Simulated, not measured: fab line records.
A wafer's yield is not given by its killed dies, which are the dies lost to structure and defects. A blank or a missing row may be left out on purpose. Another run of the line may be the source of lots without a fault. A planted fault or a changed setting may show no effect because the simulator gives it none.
Problem report in the 8D (eight disciplines) form, filled by code :: flow n5 finfet :: the parts of the form that need people (team, actions taken, sign-off) are left out

== 1. WHAT WENT WRONG ==
Mean of oes product au at N5_FIN_SAQP_MANDREL_ETCH_58: 0.614 a.u. across 3 wafers in 2 lots; on wafers with no fault it is 0.700 a.u. (standard deviation 0.013). That is -6.6 standard deviations from the usual mean.
The step: etches a-Si in HBr/Cl2, stops on SiNx, target depth 45 nm, bt time 10 s, time 27 s.
First seen on wafer L437.1, day 6 06:14, on rie si-06. The record has a number at this step for 21 wafers belonging to 7 lots. The rule behind "out" and "out of limits": a value lying over 4 standard deviations away from the usual mean. All remaining wafers that have a number are taken as sound.

== 2. WHAT THIS IS AND IS NOT ==
question: which readings at this step
is: oes product au
is not: drypump motor current A, throttle valve pct

question: which lots
is: L437, L441
is not: L424, L425, L438, L440, L443

question: which wafers of those lots
is: L437.1, L437.6, L441.5
is not: L437.2, L441.1, L441.4

question: read on which tools
is: rie si-06
is not: rie si-03, rie si-04

question: when
is: from day 6 06:14
is not: up to then (7 sound wafers); but 11 sound wafers of L438, L440, L441, L443 came after

== 3. THE SUSPECTS, EACH WITH WHAT RULES IT OUT ==
Counting: a tool at a process step up to the reading stays a suspect if it ran every lot that is out. Sound lots after the first of them don't rule it out here, since some wafers of a struck lot are sound.
- rie diel-04 at N5_FIN_SAQP_HM_OPEN_73 (chemistry CHF3/O2, target SiO2, stops on a-Si, target depth 12 nm, time 16.8 s): kept. It processed each lot that is out (first: L437, day 6 04:10); up to then, its last sound lot is L425 (day 3 07:50).
- rie si-03 at N5_FIN_SAQP_MANDREL1_REMOVE_56 (chemistry HBr/Cl2/O2, target a-Si, stops on SiNx, bt time 10 s): kept. It processed each lot that is out (first: L437, day 6 05:56); up to then, its last sound lot is L424 (day 3 01:19).
- rie si-06 at N5_FIN_SAQP_MANDREL_ETCH_58 (etches a-Si in HBr/Cl2, stops on SiNx, target depth 45 nm, bt time 10 s, time 27 s): kept. It processed each lot that is out (first: L437, day 6 06:14); up to then, its last sound lot is L425 (day 3 10:08). Its own readings are out on those wafers: oes product au.
- rie si-03, N5_FIN_SAQP_MANDREL1_REMOVE_56: wafers that are out in chamber 2, sound lot-mates in chambers 0, 1, 3.
- At N5_FIN_SAQP_MANDREL_ETCH_58 on rie si-06, chamber 1 took the sound wafers of the same lots and chamber 2 took the wafers that are out.
Still standing after the count: rie diel-04 at N5_FIN_SAQP_HM_OPEN_73, rie si-03 at N5_FIN_SAQP_MANDREL1_REMOVE_56, rie si-06 at N5_FIN_SAQP_MANDREL_ETCH_58.

== 4. THE CAUSE (what the simulator had put in) ==
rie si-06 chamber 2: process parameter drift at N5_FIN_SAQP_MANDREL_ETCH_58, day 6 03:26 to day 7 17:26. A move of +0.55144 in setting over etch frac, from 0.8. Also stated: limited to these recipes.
3 suspects survive the count, and this tool is in that group.

== 5. SEQUENCE OF EFFECTS, ordered by route ==
Each row: a reading where the mean over the struck wafers with a number is more than 3 standard deviations away from the usual. Scope: only readings with a usual standard deviation given in the record; hours: median across lots of the time from each lot's start at the first step in this table that gives one to its start at this step; sigmas: change in usual standard deviations.
hours: 0
step: N5_FIN_SAQP_MANDREL_ETCH_58
reading: oes product au
usual: 0.700 a.u.
on struck wafers: 0.614
change: -0.086
sigmas: -6.6

hours: 2
step: N5_FIN_SAQP_HM_OPEN_33
reading: etch rf on time s
usual: 69.5 s
on struck wafers: 63.3
change: -6.2
sigmas: -3.1
The process steps in it:
- N5_FIN_SAQP_MANDREL_ETCH_58: etches a-Si in HBr/Cl2, stops on SiNx, target depth 45 nm, bt time 10 s, time 27 s.
- N5_FIN_SAQP_HM_OPEN_33: chemistry CH3F/O2, target SiNx, target depth 49.4 nm, time 70.6 s.
At these later measuring or inspecting steps, every struck wafer for which the step has a row has a number for every such reading, and none has moved that far: N5_BEOL_M4_RC_MEAS_101.

== 6. WHAT WOULD HAVE CAUGHT IT SOONER ==
The fault began at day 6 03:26; the first out-of-limits reading in this record came at day 6 06:14, 3 hours later.
